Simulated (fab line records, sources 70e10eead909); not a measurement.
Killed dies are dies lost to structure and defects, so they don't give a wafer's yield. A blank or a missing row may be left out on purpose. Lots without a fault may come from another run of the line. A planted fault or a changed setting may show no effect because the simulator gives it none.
Chamber matching | flow nand_harc | NHARC_A_M0_PRE_CLEAN_31 on pecvd-03: 3 sister chambers
The step time 12 s. 6 wafers are shown with their chamber, then 7 later ones without.

WAFERS WITH THEIR CHAMBER
wafer  | chamber | heater_power_w (W) | susceptor_temp_C (C)
L380.4 | 2       | 724                | 370.10
L384.2 | 2       | 676                | 369.71
L384.3 | 1       | 887                | 369.76
L384.4 | 1       | 860                | 369.59
L382.2 | 0       | 594                | 370.12
L382.4 | 0       | 603                | 369.79

WAFERS WITHOUT THEIR CHAMBER
wafer  | heater_power_w (W) | susceptor_temp_C (C)
L382.5 | 784                | 369.88
L383.4 | 837                | 370.09
L383.5 | 590                | 370.27
L383.6 | 831                | 370.10
L386.3 | 771                | 370.40
L386.4 | 622                | 369.84
L386.5 | 774                | 370.14

WHICH CHAMBER EACH WENT THROUGH
wafer  | from the rows above     | in truth
L382.5 | can't be placed: 2 or 1 | 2
L383.4 | 1                       | 1
L383.5 | 0                       | 0
L383.6 | 1                       | 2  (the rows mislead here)
L386.3 | can't be placed: 2 or 1 | 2
L386.4 | 0                       | 0
L386.5 | can't be placed: 2 or 1 | 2
Placed correctly: 3 of 7. Can't be placed from these rows: 3 (the true chamber is among the candidates in 3). Placed wrongly: 1.
How it was worked out, from the rows above alone: a wafer's distance from a chamber is the root of the sum, over the readings, of the square of ((its reading less the chamber's mean) divided by the reading's scatter). The wafer belongs to the nearest chamber; if the next one is less than 2 further off, it can't be placed. A chamber's mean is the mean of its shown wafers. The scatter: the root of (the sum of the squares of (reading less its chamber's mean) over the shown wafers, divided by (wafers less chambers)).
